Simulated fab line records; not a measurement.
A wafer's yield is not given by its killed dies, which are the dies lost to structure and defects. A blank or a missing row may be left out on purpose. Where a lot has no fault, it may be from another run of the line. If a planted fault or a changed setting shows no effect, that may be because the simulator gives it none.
Lot-split experiment + flow n5-finfet + 7 lots, 21 wafers read, on a route of 1938 steps

== SPLIT DETAILS ==
At N5_BEOL_M15_COAT_58 (time 60 s, resist thk 89 nm), the setting spin-rpm was moved away from the recipe's 1500 rpm on 8 of the 21 wafers read, by -9.1% to +5.6%. All remaining wafers had this setting at the recipe value.

== FROM THE SPLIT TO THE READING: what the file shows between them, 6 steps ==
- N5_BEOL_M15_EXPOSE_07: exposes mask V14 (also split here: dose-mj)
- N5_BEOL_M15_PEB_08: peb time 90 s
- N5_BEOL_M15_DEVELOP_09: develop time 45 s
- N5_BEOL_M15_HARDBAKE_14: time 120 s
- N5_BEOL_M15_CD_MEAS_10: target cd 360 nm
- N5_BEOL_M15_DESCUM_15: chemistry O2, time 7.9 s

== THE READING ==
etch.depth-nm (the simulator's own value, which no gauge read), in nm, at N5_BEOL_M15_ETCH_59 (etches BARC in N2/H2, target depth 89 nm, overetch 26.7 nm, time 67.9 s). The file does not state a usual value for it. Average 89.12 nm, standard deviation 0.17 nm, over the 13 wafers here run with the recipe.

| wafer  | tool, chamber at the split | spin-rpm as run, rpm | against the recipe | etch.depth-nm, nm | against lot-mates on the recipe |
|--------|----------------------------|----------------------|--------------------|-------------------|---------------------------------|
| L076.1 | litho-track-01, 0          | 1364                 | -9.1%              | 93.46             | +4.55                           |
| L076.3 | litho-track-01, 0          | 1364                 | -9.1%              | 93.31             | +4.40                           |
| L076.6 | litho-track-01, 0          | 1500                 | recipe             | 88.91             | -                               |
| L082.2 | litho-track-01, 0          | 1379                 | -8.1%              | 92.57             | +3.76                           |
| L082.4 | litho-track-01, 0          | 1500                 | recipe             | 88.81             | -                               |
| L082.5 | litho-track-01, 0          | 1379                 | -8.1%              | 92.6              | +3.79                           |
| L088.1 | litho-track-02, 0          | 1500                 | recipe             | 89.29             | -                               |
| L088.3 | litho-track-02, 0          | 1500                 | recipe             | 88.9              | -                               |
| L088.4 | litho-track-02, 0          | 1500                 | recipe             | 89.14             | -                               |
| L090.1 | litho-track-02, 0          | 1500                 | recipe             | 89.18             | -                               |
| L090.2 | litho-track-02, 0          | 1500                 | recipe             | 89.45             | -                               |
| L090.3 | litho-track-02, 0          | 1500                 | recipe             | 89                | -                               |
| L091.3 | litho-track-01, 0          | 1450                 | -3.3%              | 90.75             | +1.56                           |
| L091.4 | litho-track-01, 0          | 1500                 | recipe             | 89.2              | -                               |
| L091.6 | litho-track-01, 0          | 1500                 | recipe             | 89.17             | -                               |
| L092.1 | litho-track-02, 0          | 1500                 | recipe             | 89.05             | -                               |
| L092.3 | litho-track-02, 0          | 1584                 | +5.6%              | 86.49             | -2.56                           |
| L092.4 | litho-track-02, 0          | 1584                 | +5.6%              | 86.41             | -2.64                           |
| L096.2 | litho-track-05, 0          | 1500                 | recipe             | 89.29             | -                               |
| L096.3 | litho-track-05, 0          | 1453                 | -3.1%              | 90.65             | +1.40                           |
| L096.5 | litho-track-05, 0          | 1500                 | recipe             | 89.21             | -                               |

FIT RESULTS
A straight line over all 21 wafers: etch.depth-nm changes by -0.459 nm for each +1% of spin-rpm; r = -1.00; the points scatter about the line by 0.17 nm.
The same after taking each lot's own level away (the mean of its wafers on the recipe; 21 wafers): -0.477 nm for each +1%; r = -1.00; scatter 0.12 nm.
Per that fit: largest spin-rpm move, reading shift of 4.3 nm.
Measured against the standard deviation above, the lots' own levels, which go from 88.810 to 89.250 nm, span 2.5 times it.
So the lot-to-lot level changes the slope little: the two slopes agree.
Check: +4.28 nm against its lot-mates is what the line predicts for one of the wafers moved furthest among these (-9.1%) when that wafer is left out of the fit. It came out at +4.55 nm against them.

== FURTHER SPLITS ON THESE WAFERS ==
Other splits were also applied to these wafers ahead of the reading. Each is held against what the fit with the lots' levels taken away leaves over:
| other split on the same wafers    | wafers away from the commonest value | r with etch.depth-nm (lot level and that fit taken away) |
|-----------------------------------|--------------------------------------|----------------------------------------------------------|
| N5_BEOL_M14_ETCH_68 time-s        | 9                                    | -0.07                                                    |
| N5_BEOL_M14_TRENCH_ETCH_34 time-s | 9                                    | -0.17                                                    |
| N5_BEOL_M15_EXPOSE_07 dose-mj     | 7                                    | -0.29                                                    |

== THE WHOLE CHAIN: every reading that the file lists as answering this split, in the file's order ==
| step                | what it does                                                            | reading                                                                          | change (the file's fit)               | r (the file's) |
|---------------------|-------------------------------------------------------------------------|----------------------------------------------------------------------------------|---------------------------------------|----------------|
| N5_BEOL_M15_COAT_58 | time 60 s, resist thk 89 nm                                             | BARC_of_BEOL_M15_COAT_58.thk-nm (the simulator's own value, which no gauge read) | -0.475 nm for each +1% of the setting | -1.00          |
| N5_BEOL_M15_ETCH_59 | etches BARC in N2/H2, target depth 89 nm, overetch 26.7 nm, time 67.9 s | etch.depth-nm (the simulator's own value, which no gauge read)                   | -0.477 nm for each +1% of the setting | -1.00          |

== FILE'S OWN FIT ==
etch.depth-nm changes by -0.477 nm for each +1% of spin-rpm, r = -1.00.
